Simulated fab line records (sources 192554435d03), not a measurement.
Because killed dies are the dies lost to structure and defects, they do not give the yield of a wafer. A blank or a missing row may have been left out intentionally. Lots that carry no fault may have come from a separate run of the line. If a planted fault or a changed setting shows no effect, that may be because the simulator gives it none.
Matching of chambers + flow n5Finfet + rieDiel-05 running N5_MOL_CONTACT_COAG_ETCH_15: 4 sister chambers
The step etches SiNx in CH3F/O2, stops on Si:P, target depth 7 nm. 16 wafers are shown with their chamber, then 8 later ones without.

== WAFERS PAIRED WITH THEIR CHAMBERS ==
| wafer  | chamber | drypumpMotorCurrentA (A) | showerheadPlenumPTorr (Torr) | throttleValvePct (%) |
|--------|---------|--------------------------|------------------------------|----------------------|
| L075.1 | 3       | 5.7                      | 2.12                         | 15.91                |
| L075.3 | 0       | 6.6                      | 1.99                         | 16.34                |
| L075.5 | 1       | 5.8                      | 2.11                         | 16.37                |
| L079.1 | 3       | 5.7                      | 2.12                         | 15.94                |
| L079.3 | 2       | 5.1                      | 2.08                         | 16.69                |
| L079.5 | 3       | 5.7                      | 2.12                         | 15.96                |
| L080.2 | 2       | 5.1                      | 2.08                         | 16.68                |
| L080.3 | 1       | 5.8                      | 2.10                         | 16.40                |
| L080.6 | 2       | 5.1                      | 2.08                         | 16.69                |
| L082.2 | 3       | 5.7                      | 2.12                         | 15.96                |
| L082.3 | 1       | 5.7                      | 2.10                         | 16.41                |
| L082.5 | 0       | 6.6                      | 1.99                         | 16.36                |
| L084.1 | 1       | 5.7                      | 2.10                         | 16.42                |
| L084.5 | 1       | 5.7                      | 2.10                         | 16.41                |
| L084.6 | 2       | 5.1                      | 2.08                         | 16.70                |
| L088.2 | 3       | 5.7                      | 2.11                         | 15.98                |

SIGNATURES, as means of the wafers listed above
| reading               | chamber 0 | chamber 1 | chamber 2 | chamber 3 | scatter within a chamber |
|-----------------------|-----------|-----------|-----------|-----------|--------------------------|
| drypumpMotorCurrentA  | 6.600     | 5.740     | 5.100     | 5.700     | 0.0316                   |
| showerheadPlenumPTorr | 1.9900    | 2.1020    | 2.0800    | 2.1180    | 0.00365                  |
| throttleValvePct      | 16.3500   | 16.4020   | 16.6900   | 15.9500   | 0.0197                   |
Rule: a wafer lies at a distance from a chamber equal to the root of the sum of squares, over the readings, of (its reading less the chamber's mean, divided by the reading's scatter). If the next closest chamber is less than 2 further off than the closest, the wafer can't be placed; otherwise it belongs to the closest. How the scatter is found: for the shown wafers, subtract from each reading the mean of its chamber, square and add these, divide the total by (wafers less chambers), then take the root.

== WAFERS WITHOUT THEIR CHAMBER ==
| wafer  | drypumpMotorCurrentA (A) | showerheadPlenumPTorr (Torr) | throttleValvePct (%) |
|--------|--------------------------|------------------------------|----------------------|
| L088.3 | 6.6                      | 1.98                         | 16.38                |
| L088.5 | 6.6                      | 1.98                         | 16.39                |
| L091.1 | 6.6                      | 1.98                         | 16.39                |
| L091.3 | 5.7                      | 2.11                         | 15.99                |
| L091.6 | 5.7                      | 2.11                         | 15.98                |
| L095.1 | 5.7                      | 2.11                         | 16.02                |
| L095.2 | 5.1                      | 2.07                         | 16.74                |
| L095.4 | 5.7                      | 2.11                         | 16.01                |

== WHICH CHAMBER EACH ONE RAN IN ==
| wafer  | from the rows above | in truth |
|--------|---------------------|----------|
| L088.3 | 0                   | 0        |
| L088.5 | 0                   | 0        |
| L091.1 | 0                   | 0        |
| L091.3 | 3                   | 3        |
| L091.6 | 3                   | 3        |
| L095.1 | 3                   | 3        |
| L095.2 | 2                   | 2        |
| L095.4 | 3                   | 3        |
Placed correctly: 8 of 8. Number that these rows cannot place: 0. Placed wrongly: 0.
